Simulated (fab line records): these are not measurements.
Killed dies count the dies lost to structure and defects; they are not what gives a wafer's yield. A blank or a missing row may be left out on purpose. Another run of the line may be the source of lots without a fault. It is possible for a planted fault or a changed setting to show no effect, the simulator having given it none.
Which tool did it? | flow n5 finfet | Sampling: 9 lots, 27 wafers, 4 of 1938 route steps

## WHAT EACH GAUGE READ, for each wafer
N5_HKMG_FIN_CD_MEAS_12 targets a cd of 92.8 nm.
lot  | measured     | on        | cd nm (nm)
L673 | day 4 14:39  | cd sem-02 | 94.2 94.2 94.0
L675 | day 5 06:20  | cd sem-01 | 92.9 93.8 94.1
L678 | day 5 20:14  | cd sem-03 | 93.5 92.4 93.4
L681 | day 6 17:04  | cd sem-03 | 91.9 92.5 92.5
L683 | day 7 03:07  | cd sem-02 | 93.0 93.1 92.9
L688 | day 8 12:43  | cd sem-02 | 111.9 112.3 111.2
L690 | day 8 22:55  | cd sem-03 | 108.8 107.7 108.4
L691 | day 9 04:11  | cd sem-02 | 92.6 92.6 92.2
L694 | day 10 00:44 | cd sem-01 | 92.8 93.0 94.1

## WHAT TOOL EACH LOT RAN ON (gives the tool, then ch and the chambers of the sampled wafers, and finally the start)
lot  | N5_HKMG_FIN_ETCH_58               | N5_HKMG_FIN_ALD_79                 | N5_HKMG_FIN_EXPOSE_09
L673 | rie diel-02 ch 1,3, day 4 11:33   | ald metal-04 ch 1,3, day 4 12:44   | arfi scanner-01 ch 0, day 4 14:32
L675 | rie diel-05 ch 0,1,3, day 5 03:20 | ald metal-04 ch 0,2, day 5 04:24   | arfi scanner-03 ch 0, day 5 06:13
L678 | rie diel-02 ch 0,1,2, day 5 17:13 | ald metal-04 ch 0,1,2, day 5 18:20 | arfi scanner-03 ch 0, day 5 20:07
L681 | rie diel-05 ch 0,1, day 6 14:10   | ald metal-01 ch 0,2,3, day 6 15:13 | arfi scanner-03 ch 0, day 6 16:57
L683 | rie diel-02 ch 0,2, day 6 23:55   | ald metal-04 ch 0,1, day 7 01:10   | arfi scanner-02 ch 0, day 7 02:59
L688 | rie diel-06 ch 0,1,2, day 8 09:52 | ald metal-04 ch 1,2,3, day 8 10:55 | arfi scanner-03 ch 0, day 8 12:35
L690 | rie diel-05 ch 0,1,2, day 8 19:55 | ald metal-01 ch 0,2,3, day 8 20:59 | arfi scanner-03 ch 0, day 8 22:47
L691 | rie diel-02 ch 0,1, day 9 01:13   | ald metal-03 ch 1,2,3, day 9 02:16 | arfi scanner-02 ch 0, day 9 04:04
L694 | rie diel-02 ch 1,2,3, day 9 21:45 | ald metal-03 ch 0,1, day 9 22:49   | arfi scanner-01 ch 0, day 10 00:37
- N5_HKMG_FIN_ETCH_58: etches SOC in N2/H2, target depth 215.8 nm, time 741 s.
- N5_HKMG_FIN_ALD_79: deposits TiN, target thk 1.5 nm, pulse time 1 s, purge time 3 s.
- N5_HKMG_FIN_EXPOSE_09: exposes mask NWFM.

## THE ANSWER, worked out from the rows above alone
Rule: the usual values come from the lots themselves. The widest of any qualifying gaps counts: lots, ordered by their means at a reading, are off when they make up no more than a third of the lots, leave a main group of 4 or more, and stand apart from it by 3 or more times the standard deviation of that group's means. A main group whose means are all the same, to the digits that the tables above print for the reading, isn't used. A lot without any number at a reading at which 4 lots or more have one is off too. All remaining lots with rows at the step are treated as sound.
Off: L688, L690 (N5_HKMG_FIN_CD_MEAS_12, cd nm). For the main group the mean is 93.1 nm and the standard deviation 0.59.
If a tool, at a process step before that reading, ran all the lots that are off and no sound lot after the first of them, it fits. Gauges at N5_HKMG_FIN_CD_MEAS_12: tried the same way as those tools. One candidate fits, namely arfi scanner-03 at N5_HKMG_FIN_EXPOSE_09. Its last sound lot is L681 (day 6 16:57), its first lot that is off L688 (day 8 12:35): a fault that began between those two fits.

## WHAT WAS PUT IN BY THE SIMULATOR
Process parameter drift: arfi scanner-03, from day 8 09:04 on, at N5_HKMG_FIN_EXPOSE_09. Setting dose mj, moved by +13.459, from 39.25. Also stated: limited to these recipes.
Shown lots that were struck: L688, L690. This agrees with what the rule above found.
